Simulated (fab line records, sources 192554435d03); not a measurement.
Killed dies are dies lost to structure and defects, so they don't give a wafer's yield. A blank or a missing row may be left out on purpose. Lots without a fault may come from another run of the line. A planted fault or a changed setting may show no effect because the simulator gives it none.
Which tool did it? | flow n5_finfet | 12 lots, 36 wafers sampled, at 3 steps of a route of 1938

WHAT THE GAUGES READ, wafer by wafer
N5_BEOL_M0_INSPECT_127: inspects for defects (darkfield).
lot  | measured     | on                | raw_defect_count
L075 | day 6 07:07  | defect_inspect-01 | 54 125 61
L077 | day 6 18:26  | defect_inspect-01 | 33 66 60
L079 | day 7 06:02  | defect_inspect-01 | 98 85 68
L081 | day 7 18:51  | defect_inspect-02 | 73 48 44
L083 | day 8 09:25  | defect_inspect-01 | 63 37 86
L086 | day 9 02:07  | defect_inspect-02 | 59 44 75
L087 | day 9 11:31  | defect_inspect-02 | 87 37 40
L088 | day 9 22:08  | defect_inspect-02 | 79 56 56
L091 | day 10 06:39 | defect_inspect-01 | 116 42 56
L093 | day 10 22:14 | defect_inspect-02 | 73 139 60
L095 | day 11 07:58 | defect_inspect-02 | 75 51 72
L097 | day 12 14:14 | defect_inspect-01 | 67 53 36

WHICH TOOL RAN EACH LOT (tool, then ch and the chambers of the sampled wafers, then the start)
lot  | N5_BEOL_M0_CUTY_ETCH_62            | N5_BEOL_M0_SPUTTER_141
L075 | rie_diel-01 ch 0,1,2, day 6 01:16  | pvd_sputter-02, day 6 05:59
L077 | rie_diel-04 ch 0,1,3, day 6 11:03  | pvd_sputter-02, day 6 17:22
L079 | rie_diel-01 ch 0,3, day 6 21:54    | pvd_sputter-01, day 7 04:58
L081 | rie_diel-01 ch 0,2,3, day 7 14:05  | pvd_sputter-02, day 7 17:39
L083 | rie_diel-04 ch 0,3, day 8 00:45    | pvd_sputter-01, day 8 08:20
L086 | rie_diel-01 ch 0,1,3, day 8 19:35  | pvd_sputter-02, day 9 01:01
L087 | rie_diel-04 ch 0,1,2, day 9 04:17  | pvd_sputter-03, day 9 09:34
L088 | rie_diel-04 ch 0,1,3, day 9 15:46  | pvd_sputter-01, day 9 21:04
L091 | rie_diel-03 ch 0,1,3, day 10 01:02 | pvd_sputter-03, day 10 05:34
L093 | rie_diel-01 ch 0,1,3, day 10 12:57 | pvd_sputter-01, day 10 21:00
L095 | rie_diel-01 ch 0,1,3, day 11 01:11 | pvd_sputter-01, day 11 06:17
L097 | rie_diel-04 ch 0,1,3, day 12 06:53 | pvd_sputter-03, day 12 13:07
- N5_BEOL_M0_CUTY_ETCH_62: etches SiARC in CF4, time 58.5 s.
- N5_BEOL_M0_SPUTTER_141: material Cu, target thk 4 nm, time 7.37 s.

THE ANSWER, worked out from the rows above alone
Rule: what is usual is taken from the lots themselves. Put in order of their means at a reading, lots are off if they are a third of the lots or fewer, leave a main group of 4 or more, and stand apart from it by a gap of 3 or more times the standard deviation of the main group's means; of several such gaps the widest counts. A main group whose means are all the same, to the digits that the tables above print for the reading, isn't used. A lot without any number at a reading at which 4 lots or more have one is off too. The other lots that the step has rows for count as sound.
No lot is off at any reading shown: from this, nothing can be told.

WHAT THE SIMULATOR HAD PUT IN
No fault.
